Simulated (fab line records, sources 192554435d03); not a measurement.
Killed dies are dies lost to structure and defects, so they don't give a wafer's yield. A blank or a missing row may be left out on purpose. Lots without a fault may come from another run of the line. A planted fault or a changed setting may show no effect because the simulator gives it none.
Which tool did it? | flow n5_finfet | 24 lots, 72 wafers sampled, at 6 steps of a route of 1938

WHAT THE GAUGES READ, wafer by wafer
N5_SD_EPI_P_OVL_MEAS_10.
lot  | measured    | on         | SD_P_BLK_OVL (nm)
L074 | day 3 05:40 | overlay-01 | -1.1 -2.1 0.1
L075 | day 3 13:33 | overlay-01 | -0.6 -1.1 0.7
L076 | day 3 19:59 | overlay-01 | -1.4 0.1 -0.4
L077 | day 4 00:59 | overlay-02 | -1.6 -0.1 -0.2
L078 | day 4 05:44 | overlay-02 | 0.6 -0.5 0.4
L079 | day 4 11:08 | overlay-02 | -2.2 -1.7 -2.7
L081 | day 5 08:27 | overlay-01 | -0.9 -1.5 -1.8
L080 | day 5 09:50 | overlay-02 | -1.3 -0.6 0.7
L082 | day 5 10:02 | overlay-01 | -0.6 -0.7 0.0
L083 | day 5 15:23 | overlay-02 | -1.1 -0.7 -1.0
L084 | day 5 19:05 | overlay-01 | -2.4 -1.5 -1.2
L085 | day 6 02:35 | overlay-01 | -0.1 -0.9 -0.1
L086 | day 6 06:39 | overlay-01 | -0.1 -1.0 -1.1
L087 | day 6 12:26 | overlay-01 | -0.9 -0.8 -0.5
L088 | day 6 16:37 | overlay-02 | -1.4 -0.4 -1.3
L089 | day 6 23:14 | overlay-02 | -0.4 -2.0 -1.7
L090 | day 7 06:05 | overlay-01 | -1.0 -0.9 -1.2
L091 | day 7 11:57 | overlay-02 | -2.5 -1.9 -2.7
L092 | day 7 17:04 | overlay-01 | -1.5 -1.7 -0.8
L093 | day 8 01:33 | overlay-02 | -1.5 -0.6 -1.3
L094 | day 8 08:13 | overlay-02 | -0.8 -1.2 -0.2
L095 | day 8 10:19 | overlay-01 | -1.0 -1.2 -0.8
L096 | day 8 18:10 | overlay-01 | -0.5 -1.2 -0.8
L097 | day 9 02:07 | overlay-01 | -1.1 -0.8 -1.1

N5_SD_ACTIVATION_RS_MEAS_03: measures by four-point-probe.
lot  | measured    | on            | RS_SD_N (ohm/sq)  | RS_SD_P (ohm/sq)
L074 | day 3 10:26 | film_metro-01 | 21.65 21.98 22.01 | 55.9 54.6 54.9
L075 | day 3 18:12 | film_metro-01 | 22.16 21.84 22.19 | 55.0 55.9 55.6
L076 | day 4 00:22 | film_metro-01 | 21.34 21.55 21.65 | 55.9 56.4 55.8
L077 | day 4 05:13 | film_metro-02 | 21.86 22.33 22.23 | 56.1 56.0 56.2
L078 | day 4 10:14 | film_metro-01 | 21.83 21.70 22.12 | 56.5 56.6 56.2
L079 | day 4 16:11 | film_metro-02 | 21.73 22.03 21.96 | 57.0 55.9 55.6
L081 | day 5 12:43 | film_metro-02 | 21.77 21.97 22.26 | 55.4 55.8 55.9
L080 | day 5 14:52 | film_metro-01 | 21.90 22.13 21.84 | 58.0 58.1 58.3
L082 | day 5 15:07 | film_metro-02 | 21.90 21.58 22.13 | 55.6 55.7 56.3
L083 | day 5 20:33 | film_metro-02 | 22.30 22.69 22.18 | 55.2 56.2 56.9
L084 | day 5 23:20 | film_metro-01 | 22.28 22.26 22.24 | 56.9 57.3 55.8
L085 | day 6 07:43 | film_metro-02 | 21.64 22.06 21.87 | 56.2 55.8 55.8
L086 | day 6 10:53 | film_metro-02 | 22.00 21.76 21.87 | 57.6 57.2 56.6
L087 | day 6 16:40 | film_metro-01 | 21.78 21.97 21.56 | 55.4 55.4 57.2
L088 | day 6 20:53 | film_metro-01 | 21.74 21.93 21.69 | 55.1 54.8 55.1
L089 | day 7 04:19 | film_metro-01 | 21.64 21.85 21.80 | 54.8 55.9 55.4
L090 | day 7 11:01 | film_metro-02 | 22.14 21.92 21.80 | 56.7 55.3 56.2
L091 | day 7 17:14 | film_metro-01 | 21.69 21.81 21.98 | 55.2 55.6 55.3
L092 | day 7 21:31 | film_metro-01 | 22.03 21.70 21.79 | 55.8 55.2 55.2
L093 | day 8 05:46 | film_metro-01 | 22.12 21.81 21.96 | 56.3 57.6 57.4
L094 | day 8 13:40 | film_metro-02 | 21.75 21.93 21.78 | 56.6 55.4 55.8
L095 | day 8 14:33 | film_metro-01 | 22.19 22.06 22.04 | 56.7 56.6 56.9
L096 | day 8 23:17 | film_metro-01 | 21.92 22.07 22.46 | 56.2 56.2 54.8
L097 | day 9 06:23 | film_metro-01 | 21.96 21.88 21.90 | 56.9 57.0 56.7

N5_SDB_OVL_MEAS_12.
lot  | measured    | on         | SDB_OVL (nm)
L074 | day 3 17:25 | overlay-01 | -0.2 -0.7 0.4
L075 | day 4 01:19 | overlay-01 | 0.0 0.3 -0.1
L076 | day 4 07:50 | overlay-02 | 0.4 -0.2 0.7
L077 | day 4 12:21 | overlay-02 | 1.6 0.9 0.7
L078 | day 4 17:30 | overlay-02 | 0.1 0.5 0.3
L079 | day 4 23:20 | overlay-01 | 0.7 1.2 1.4
L081 | day 5 19:52 | overlay-02 | -0.1 1.2 0.0
L080 | day 5 22:08 | overlay-02 | 0.0 0.2 -0.2
L082 | day 5 22:24 | overlay-01 | 0.3 0.4 0.5
L083 | day 6 03:44 | overlay-01 | 0.6 1.1 0.9
L084 | day 6 06:31 | overlay-01 | 1.0 0.6 -0.1
L085 | day 6 15:01 | overlay-02 | 1.4 2.1 0.0
L086 | day 6 17:50 | overlay-01 | 0.6 0.6 0.4
L087 | day 7 00:31 | overlay-01 | -0.1 -0.4 -0.9
L088 | day 7 04:41 | overlay-02 | -0.4 0.0 0.0
L089 | day 7 11:56 | overlay-01 | 0.9 1.1 1.4
L090 | day 7 18:22 | overlay-01 | 0.7 -0.6 0.2
L091 | day 8 00:44 | overlay-01 | 0.6 0.5 0.8
L092 | day 8 04:40 | overlay-01 | 0.2 1.1 0.6
L093 | day 8 12:54 | overlay-01 | 1.3 0.8 0.0
L094 | day 8 20:54 | overlay-02 | 0.3 0.7 0.6
L095 | day 8 21:58 | overlay-01 | 0.9 0.0 0.8
L096 | day 9 06:44 | overlay-01 | 0.2 0.2 0.7
L097 | day 9 13:49 | overlay-01 | 1.0 2.1 1.0

WHICH TOOL RAN EACH LOT (tool, then ch and the chambers of the sampled wafers, then the start)
lot  | N5_SD_EPI_P_ETCH_37               | N5_SD_EPI_P_ETCHBACK_46           | N5_ILD0_CMP_07
L074 | rie_diel-02 ch 1,3, day 3 06:16   | rie_diel-02 ch 1,3, day 3 06:35   | cmp-02 ch 1,2,3, day 3 13:34
L075 | rie_diel-06 ch 1,2, day 3 13:42   | rie_diel-06 ch 1,2, day 3 14:02   | cmp-02 ch 0,2,3, day 3 21:22
L076 | rie_diel-02 ch 1,2,3, day 3 20:08 | rie_diel-02 ch 1,2,3, day 3 20:27 | cmp-01 ch 0,1,3, day 4 03:46
L077 | rie_diel-02 ch 1,2, day 4 01:08   | rie_diel-02 ch 1,2, day 4 01:28   | cmp-02 ch 0,1,3, day 4 08:25
L078 | rie_diel-06 ch 1,2,3, day 4 05:52 | rie_diel-06 ch 1,2,3, day 4 06:12 | cmp-01 ch 1,2, day 4 13:31
L079 | rie_diel-02 ch 1,2,3, day 4 11:17 | rie_diel-02 ch 1,2,3, day 4 11:37 | cmp-01 ch 1,2,3, day 4 19:29
L081 | rie_diel-02 ch 0,1,3, day 5 08:35 | rie_diel-02 ch 0,1,3, day 5 08:55 | cmp-02 ch 0,1, day 5 15:55
L080 | rie_diel-05 ch 1,2, day 5 09:59   | rie_diel-05 ch 1,2, day 5 10:18   | cmp-01 ch 0,3, day 5 18:12
L082 | rie_diel-06 ch 0,2,3, day 5 10:11 | rie_diel-06 ch 0,2,3, day 5 10:31 | cmp-02 ch 1,2, day 5 18:19
L083 | rie_diel-06 ch 2,3, day 5 15:38   | rie_diel-06 ch 2,3, day 5 15:58   | cmp-01 ch 2,3, day 5 23:36
L084 | rie_diel-02 ch 0,1,3, day 5 19:14 | rie_diel-02 ch 0,1,3, day 5 19:34 | cmp-01 ch 0,1, day 6 02:35
L085 | rie_diel-06 ch 0,2,3, day 6 02:53 | rie_diel-06 ch 0,2,3, day 6 03:07 | cmp-01 ch 0,1,3, day 6 11:01
L086 | rie_diel-05 ch 0,3, day 6 06:47   | rie_diel-05 ch 0,3, day 6 07:07   | cmp-02 ch 1,3, day 6 13:56
L087 | rie_diel-06 ch 0,1,2, day 6 12:34 | rie_diel-06 ch 0,1,2, day 6 12:54 | cmp-01 ch 0,2,3, day 6 19:51
L088 | rie_diel-06 ch 0,1, day 6 16:46   | rie_diel-06 ch 0,1, day 6 17:06   | cmp-04 ch 1,2, day 6 23:55
L089 | rie_diel-02 ch 0,3, day 6 23:23   | rie_diel-02 ch 0,3, day 6 23:43   | cmp-01 ch 0,1,2, day 7 07:20
L090 | rie_diel-06 ch 0,1,2, day 7 06:14 | rie_diel-06 ch 0,1,2, day 7 06:34 | cmp-02 ch 0,3, day 7 14:11
L091 | rie_diel-02 ch 2,3, day 7 12:06   | rie_diel-02 ch 2,3, day 7 12:25   | cmp-02 ch 0,1,2, day 7 20:21
L092 | rie_diel-05 ch 1,2, day 7 17:13   | rie_diel-05 ch 1,2, day 7 17:32   | cmp-02 ch 0,1,3, day 8 00:44
L093 | rie_diel-02 ch 1,2,3, day 8 01:42 | rie_diel-02 ch 1,2,3, day 8 02:01 | cmp-04 ch 0,1,3, day 8 08:51
L094 | rie_diel-06 ch 1,3, day 8 08:22   | rie_diel-06 ch 1,3, day 8 08:42   | cmp-01 ch 1,3, day 8 16:41
L095 | rie_diel-05 ch 1,2,3, day 8 10:28 | rie_diel-05 ch 1,2,3, day 8 10:48 | cmp-01 ch 0,1,3, day 8 17:53
L096 | rie_diel-05 ch 2,3, day 8 18:19   | rie_diel-05 ch 2,3, day 8 18:39   | cmp-02 ch 0,2,3, day 9 02:41
L097 | rie_diel-06 ch 0,2,3, day 9 02:16 | rie_diel-06 ch 0,2,3, day 9 02:36 | cmp-02 ch 1,2,3, day 9 09:48
- N5_SD_EPI_P_ETCH_37: etches SOC in N2/H2, overetch 108 nm, time 486 s.
- N5_SD_EPI_P_ETCHBACK_46: etches SiNx in CH3F/O2, stops on SiO2, target depth 17.5 nm.
- N5_ILD0_CMP_07: polishes SiO2 flowable, stops on poly-Si, t overpolish 1.18 s, target thk 138.88 nm.

WHAT THE TOOLS THEMSELVES READ (means of the sampled wafers that have a number; where no wafer has one, the mark that the record gives instead)
N5_SD_EPI_P_ETCH_37.
lot  | tool        | drypump_motor_current_A (A) | oes_product_au (a.u.) | rf_fwd_power_W (W) | rf_vpp_V (V) | showerhead_plenum_p_Torr (Torr) | throttle_valve_pct (%)
L074 | rie_diel-02 | 5.3                         | 0.70                  | 3004               | 240.2        | 2.44                            | 23.7
L075 | rie_diel-06 | 5.8                         | 0.62                  | 2998               | 239.9        | 2.47                            | 24.1
L076 | rie_diel-02 | 5.7                         | 0.69                  | 2996               | 241.2        | 2.55                            | 23.8
L077 | rie_diel-02 | 5.9                         | 0.64                  | 3001               | 242.4        | 2.63                            | 24.0
L078 | rie_diel-06 | 5.8                         | 0.63                  | 2996               | 240.0        | 2.48                            | 24.1
L079 | rie_diel-02 | 5.7                         | 0.69                  | 2988               | 240.7        | 2.54                            | 23.8
L081 | rie_diel-02 | 5.4                         | 0.68                  | 2995               | 241.1        | 2.53                            | 23.7
L080 | rie_diel-05 | 5.3                         | 0.68                  | 2995               | 240.0        | 2.52                            | 23.9
L082 | rie_diel-06 | 5.9                         | 0.64                  | 2993               | 239.0        | 2.45                            | 24.1
L083 | rie_diel-06 | 5.8                         | 0.63                  | 2992               | 239.9        | 2.48                            | 24.1
L084 | rie_diel-02 | 5.4                         | 0.68                  | 3000               | 241.1        | 2.53                            | 23.7
L085 | rie_diel-06 | 5.9                         | 0.64                  | 3000               | 239.1        | 2.45                            | 24.1
L086 | rie_diel-05 | 5.8                         | 0.63                  | 3001               | 240.8        | 2.58                            | 24.3
L087 | rie_diel-06 | 5.9                         | 0.72                  | 3006               | 240.1        | 2.45                            | 24.0
L088 | rie_diel-06 | 5.8                         | 0.73                  | 3002               | 239.3        | 2.45                            | 24.1
L089 | rie_diel-02 | 5.1                         | 0.71                  | 2995               | 239.0        | 2.45                            | 23.5
L090 | rie_diel-06 | 5.9                         | 0.72                  | 3003               | 239.6        | 2.44                            | 24.0
L091 | rie_diel-02 | 5.5                         | 0.71                  | 2993               | 240.1        | 2.45                            | 23.6
L092 | rie_diel-05 | 5.3                         | 0.67                  | 2991               | 239.6        | 2.51                            | 23.9
L093 | rie_diel-02 | 5.7                         | 0.75                  | 2992               | 240.6        | 2.53                            | 23.7
L094 | rie_diel-06 | 5.6                         | 0.77                  | 2996               | 239.3        | 2.49                            | 24.2
L095 | rie_diel-05 | 5.4                         | 0.65                  | 2988               | 240.3        | 2.53                            | 24.2
L096 | rie_diel-05 | 5.5                         | 0.64                  | 3008               | 240.3        | 2.56                            | 24.4
L097 | rie_diel-06 | 5.9                         | 0.63                  | 2991               | 239.7        | 2.44                            | 24.1

N5_SD_EPI_P_ETCHBACK_46.
lot  | tool        | drypump_motor_current_A (A) | mfc_ar_sccm (sccm) | oes_product_au (a.u.) | rf_fwd_power_W (W) | rf_vpp_V (V) | showerhead_plenum_p_Torr (Torr) | throttle_valve_pct (%)
L074 | rie_diel-02 | 5.4                         | 149.9              | 0.67                  | 392.2              | 295          | 1.93                            | 16.35
L075 | rie_diel-06 | 5.8                         | 150.2              | 0.59                  | 394.6              | 294          | 1.95                            | 16.58
L076 | rie_diel-02 | 5.7                         | 149.9              | 0.65                  | 392.0              | 297          | 2.01                            | 16.27
L077 | rie_diel-02 | 5.9                         | 149.9              | 0.62                  | 393.0              | 300          | 2.07                            | 16.39
L078 | rie_diel-06 | 5.8                         | 150.2              | 0.60                  | 392.6              | 296          | 1.95                            | 16.61
L079 | rie_diel-02 | 5.7                         | 149.7              | 0.65                  | 392.6              | 299          | 2.01                            | 16.28
L081 | rie_diel-02 | 5.4                         | 149.9              | 0.64                  | 392.0              | 298          | 2.00                            | 16.34
L080 | rie_diel-05 | 5.3                         | 149.5              | 0.65                  | 392.9              | 294          | 1.97                            | 16.38
L082 | rie_diel-06 | 5.9                         | 149.6              | 0.61                  | 393.6              | 298          | 1.93                            | 16.54
L083 | rie_diel-06 | 5.8                         | 149.8              | 0.61                  | 394.4              | 298          | 1.95                            | 16.64
L084 | rie_diel-02 | 5.4                         | 150.3              | 0.64                  | 392.7              | 298          | 2.00                            | 16.34
L085 | rie_diel-06 | 5.9                         | 149.9              | 0.61                  | 392.9              | 297          | 1.93                            | 16.54
L086 | rie_diel-05 | 5.8                         | 150.6              | 0.60                  | 392.9              | 300          | 2.03                            | 16.78
L087 | rie_diel-06 | 5.9                         | 150.0              | 0.69                  | 392.8              | 294          | 1.93                            | 16.37
L088 | rie_diel-06 | 5.8                         | 150.1              | 0.70                  | 393.3              | 296          | 1.93                            | 16.45
L089 | rie_diel-02 | 5.1                         | 150.3              | 0.68                  | 392.6              | 295          | 1.93                            | 16.25
L090 | rie_diel-06 | 5.9                         | 149.8              | 0.68                  | 392.4              | 295          | 1.92                            | 16.38
L091 | rie_diel-02 | 5.5                         | 149.6              | 0.68                  | 390.1              | 296          | 1.93                            | 16.21
L092 | rie_diel-05 | 5.3                         | 149.8              | 0.64                  | 393.4              | 294          | 1.97                            | 16.41
L093 | rie_diel-02 | 5.7                         | 150.2              | 0.72                  | 393.1              | 298          | 2.00                            | 16.15
L094 | rie_diel-06 | 5.6                         | 150.2              | 0.73                  | 394.9              | 294          | 1.97                            | 16.48
L095 | rie_diel-05 | 5.4                         | 149.8              | 0.63                  | 393.3              | 295          | 1.99                            | 16.62
L096 | rie_diel-05 | 5.5                         | 150.0              | 0.62                  | 394.7              | 297          | 2.01                            | 16.81
L097 | rie_diel-06 | 5.9                         | 149.9              | 0.61                  | 393.1              | 298          | 1.93                            | 16.59

N5_ILD0_CMP_07.
lot  | tool   | motor_current_A (A) | platen_rpm (rpm)
L074 | cmp-02 | 12.7                | 51.78
L075 | cmp-02 | 12.6                | 51.80
L076 | cmp-01 | 13.1                | 51.81
L077 | cmp-02 | 12.2                | 51.76
L078 | cmp-01 | 12.6                | 51.75
L079 | cmp-01 | 13.1                | 51.80
L081 | cmp-02 | 13.0                | 51.79
L080 | cmp-01 | 12.6                | 51.79
L082 | cmp-02 | 13.7                | 51.78
L083 | cmp-01 | 13.1                | 51.82
L084 | cmp-01 | 14.0                | 51.79
L085 | cmp-01 | 13.2                | 51.77
L086 | cmp-02 | 11.6                | 51.77
L087 | cmp-01 | 12.5                | 51.77
L088 | cmp-04 | 11.5                | 51.83
L089 | cmp-01 | 12.6                | 51.81
L090 | cmp-02 | 12.0                | 51.80
L091 | cmp-02 | 13.0                | 51.80
L092 | cmp-02 | 12.3                | 51.82
L093 | cmp-04 | 11.7                | 51.82
L094 | cmp-01 | 13.7                | 51.78
L095 | cmp-01 | 13.5                | 51.79
L096 | cmp-02 | 13.0                | 51.82
L097 | cmp-02 | 13.0                | 51.80

THE ANSWER, worked out from the rows above alone
Rule: what is usual is taken from the lots themselves. Put in order of their means at a reading, lots are off if they are a third of the lots or fewer, leave a main group of 4 or more, and stand apart from it by a gap of 3 or more times the standard deviation of the main group's means; of several such gaps the widest counts. A main group whose means are all the same, to the digits that the tables above print for the reading, isn't used. A lot without any number at a reading at which 4 lots or more have one is off too. The other lots that the step has rows for count as sound. The gauges are gone through in route order, then the tools' own readings, and for those a lot's mean is taken as printed above. The first step at which some lot is off is used, and at that step the reading that is off furthest; a lot without a number counts as furthest.
No lot is off at any reading shown: from this, nothing can be told.

WHAT THE SIMULATOR HAD PUT IN
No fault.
